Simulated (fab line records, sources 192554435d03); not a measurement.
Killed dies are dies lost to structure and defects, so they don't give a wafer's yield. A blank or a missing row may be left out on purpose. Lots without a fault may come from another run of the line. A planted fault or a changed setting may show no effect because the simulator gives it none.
Chamber matching | flow n5_finfet | N5_HKMG_FIN_ALD_21 on ald_metal-02: 4 sister chambers
The step deposits TiN, target thk 1.5 nm, pulse time 1 s, purge time 3 s. 8 wafers are shown with their chamber, then 7 later ones without.

WAFERS WITH THEIR CHAMBER
wafer  | chamber | heater_power_w (W) | precursor_pulse_height_rel
L075.2 | 2       | 836                | 0.976
L075.6 | 0       | 935                | 1.010
L086.3 | 2       | 845                | 1.010
L091.3 | 3       | 904                | 1.005
L091.5 | 1       | 1208               | 0.976
L091.6 | 0       | 928                | 0.994
L092.2 | 3       | 905                | 1.046
L092.5 | 1       | 1192               | 0.995

WAFERS WITHOUT THEIR CHAMBER
wafer  | heater_power_w (W) | precursor_pulse_height_rel
L092.6 | 933                | 1.012
L094.1 | 1168               | 0.979
L094.5 | 946                | 1.030
L094.6 | 907                | 0.968
L097.1 | 1184               | 0.994
L097.2 | 890                | 1.002
L097.3 | 845                | 0.991

WHICH CHAMBER EACH WENT THROUGH
wafer  | from the rows above     | in truth
L092.6 | 0                       | 0
L094.1 | 1                       | 1
L094.5 | 0                       | 0
L094.6 | can't be placed: 3 or 0 | 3
L097.1 | 1                       | 1
L097.2 | 3                       | 3
L097.3 | 2                       | 2
Placed correctly: 6 of 7. Can't be placed from these rows: 1 (the true chamber is among the candidates in 1). Placed wrongly: 0.
How it was worked out, from the rows above alone: a wafer's distance from a chamber is the root of the sum, over the readings, of the square of ((its reading less the chamber's mean) divided by the reading's scatter). The wafer belongs to the nearest chamber; if the next one is less than 2 further off, it can't be placed. A chamber's mean is the mean of its shown wafers. The scatter: the root of (the sum of the squares of (reading less its chamber's mean) over the shown wafers, divided by (wafers less chambers)).
